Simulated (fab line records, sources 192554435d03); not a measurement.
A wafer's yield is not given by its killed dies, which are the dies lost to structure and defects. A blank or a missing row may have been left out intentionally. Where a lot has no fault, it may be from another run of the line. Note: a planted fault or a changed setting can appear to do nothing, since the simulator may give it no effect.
Chamber matching | flow n5Finfet | rieDiel-03 running N5_BEOL_M0_STRIP_140: 4 sister chambers
The step strips in CF4. 8 wafers are shown with their chamber, then 9 later ones without.

## EACH WAFER AND ITS CHAMBER
wafer  | chamber | drypumpMotorCurrentA (A) | throttleValvePct (%)
L080.6 | 1       | 6.6                      | 13.24
L081.3 | 3       | 5.5                      | 13.55
L081.5 | 0       | 5.4                      | 13.69
L084.2 | 3       | 5.5                      | 13.54
L084.6 | 2       | 5.9                      | 14.05
L090.3 | 0       | 5.3                      | 13.72
L090.5 | 1       | 6.6                      | 13.28
L090.6 | 2       | 6.0                      | 14.06

## WAFERS WHOSE CHAMBER IS MISSING
wafer  | drypumpMotorCurrentA (A) | throttleValvePct (%)
L091.1 | 5.9                      | 14.08
L091.4 | 5.5                      | 13.56
L091.5 | 5.5                      | 13.60
L093.1 | 6.0                      | 14.08
L093.4 | 6.6                      | 13.30
L093.6 | 6.0                      | 14.07
L096.1 | 6.6                      | 13.33
L096.4 | 5.3                      | 13.74
L096.6 | 5.5                      | 13.61

## WHICH CHAMBER EACH ONE RAN IN
wafer  | from the rows above | in truth
L091.1 | 2                   | 2
L091.4 | 3                   | 3
L091.5 | 3                   | 3
L093.1 | 2                   | 2
L093.4 | 1                   | 1
L093.6 | 2                   | 2
L096.1 | 1                   | 1
L096.4 | 0                   | 0
L096.6 | 3                   | 3
9 of 9 placed correctly. From these rows, 0 cannot be placed. Number placed wrongly: 0.
How it was worked out, from the rows above alone: a wafer's distance from a chamber is the root of the sum, over the readings, of the square of ((its reading less the chamber's mean) divided by the reading's scatter). The wafer belongs to the nearest chamber; if the next one is less than 2 further off, it can't be placed. Each chamber's mean is taken over the wafers shown for it. The scatter: the root of (the sum of the squares of (reading less its chamber's mean) over the shown wafers, divided by (wafers less chambers)).
